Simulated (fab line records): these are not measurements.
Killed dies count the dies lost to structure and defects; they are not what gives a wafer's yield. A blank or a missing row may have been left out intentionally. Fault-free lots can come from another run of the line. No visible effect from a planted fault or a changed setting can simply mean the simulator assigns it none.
Comparing a struck lot with a sound one -- flow nand-harc -- 14 steps out of a route of 1159
Sound: these wafers, L118.2, L118.3, L118.4. Wafers struck: L126.1, L126.2, L126.6. The cause comes at the end.
Each step with rows lists, per side, the tool, then ch with its chambers, then its first start. Under that, the readings that differ: sound wafers -- struck wafers -- difference of the means -- sigmas: that difference in standard deviations of wafers without a fault.
alike: readings whose means differ by less than 2 such deviations, and words and numbers that are the same on both sides. not compared: withheld readings, readings that some wafer has no value for, bounds like >300 that may hide the same value, and numbers for which the record gives no deviation and whose values overlap.
The two part at a step that has a row with sigmas, a row that says differs or no value, or rows on one side only. When numbers do not overlap yet have no deviation, they are printed without sigmas and do not part them. A reading missing from all wafers of one side parts the sides only when that side holds two or more wafers.

first, 5 steps without rows for these wafers: NHARC_A_SLIT_SOFTBAKE_04 (time 55 s); NHARC_A_SLIT_EBR_05; NHARC_A_SLIT_EXPOSE_06 (exposes mask SLIT); NHARC_A_SLIT_PEB_07 (peb time 65 s); NHARC_A_SLIT_DEVELOP_08 (develop time 35 s).
NHARC_A_SLIT_CD_MEAS_09: the cd target is 300 nm.
  sound on cd-sem-01 ch 0, day 14 22:39; struck on cd-sem-02 ch 0, day 17 11:42
  alike: cd-nm
NHARC_A_SLIT_OVL_MEAS_10:
  struck on overlay-02, day 17 11:47; sound on overlay-01, day 14 22:44
reading,sound,struck,difference,sigmas
overlay-x-nm (nm),0.4 0.2 1.1,-1.1 -0.8 -0.7,-1.4,-2
  alike: overlay-y-nm
NHARC_A_SLIT_INSPECT_11:
  struck on defect-inspect-02, day 17 11:49; sound on defect-inspect-02, day 14 22:46
  alike: raw-defect-count
NHARC_A_SLIT_DESCUM_14: chemistry O2, time 3 s.
  sound on rie-diel-03 ch 0,2,3, day 14 22:50; struck on rie-diel-10 ch 0,1,3, day 17 11:54
  alike: drypump-motor-current-A, oes-product-au, rf-vpp-V, showerhead-plenum-p-Torr, throttle-valve-pct
  not compared: rf-hours-counter-h
NHARC_A_SLIT_ETCH_24: etches the open film in CF4/CHF3, target depth 121 nm, time 60.5 s.
  sound on rie-diel-03 ch 0,2,3, day 14 22:55; struck on rie-diel-10 ch 1,2,3, day 17 11:58
  alike: bias-w, cf4-flow-sccm, drypump-motor-current-A, oes-product-au, rf-vpp-V, showerhead-plenum-p-Torr, throttle-valve-pct
  not compared: rf-hours-counter-h
NHARC_A_SLIT_ETCH_15: etches the open film in O2/COS, target depth 3200 nm, time 832 s.
  sound on rie-diel-03 ch 1,2,3; struck on rie-diel-10 ch 0,2,3
  alike: bias-w, chamber-pressure-mTorr, drypump-motor-current-A, oes-product-au, rf-vpp-V, showerhead-plenum-p-Torr, throttle-valve-pct
  not compared: rf-hours-counter-h
NHARC_A_SLIT_ETCH_17: etches the open film in C4F8/O2/Ar, time 1687.5 s, target depth 10100 nm.
  sound on har-etch-02 ch 0,1, day 15 02:20; struck on har-etch-02 ch 0,1, day 17 12:39
  alike: c4f8-flow-sccm, chamber-pressure-mTorr, drypump-motor-current-A, showerhead-plenum-p-Torr, throttle-valve-pct
  not compared: rf-hours-counter-h
NHARC_A_SLIT_ETCH_26: etches the open film in C4F8/O2/Ar, time 90 s, target depth 400 nm.
  sound on har-etch-02 ch 0,1, day 15 03:37; struck on har-etch-02 ch 0,1, day 17 14:09
  no value came back on the struck wafers for any of 5 readings (bias-v (V), c4f8-flow-sccm (sccm) and others); on the sound wafers bias-v (V) reads 402 401 402
  not compared: rf-hours-counter-h
then, 1 step without rows for these wafers: NHARC_A_SLIT_STRIP_28 (strips in O2/COS).

WHERE THEY PART
Earliest at NHARC_A_SLIT_OVL_MEAS_10; latest, in this record, at NHARC_A_SLIT_ETCH_26.

WHY: what the simulator had put in
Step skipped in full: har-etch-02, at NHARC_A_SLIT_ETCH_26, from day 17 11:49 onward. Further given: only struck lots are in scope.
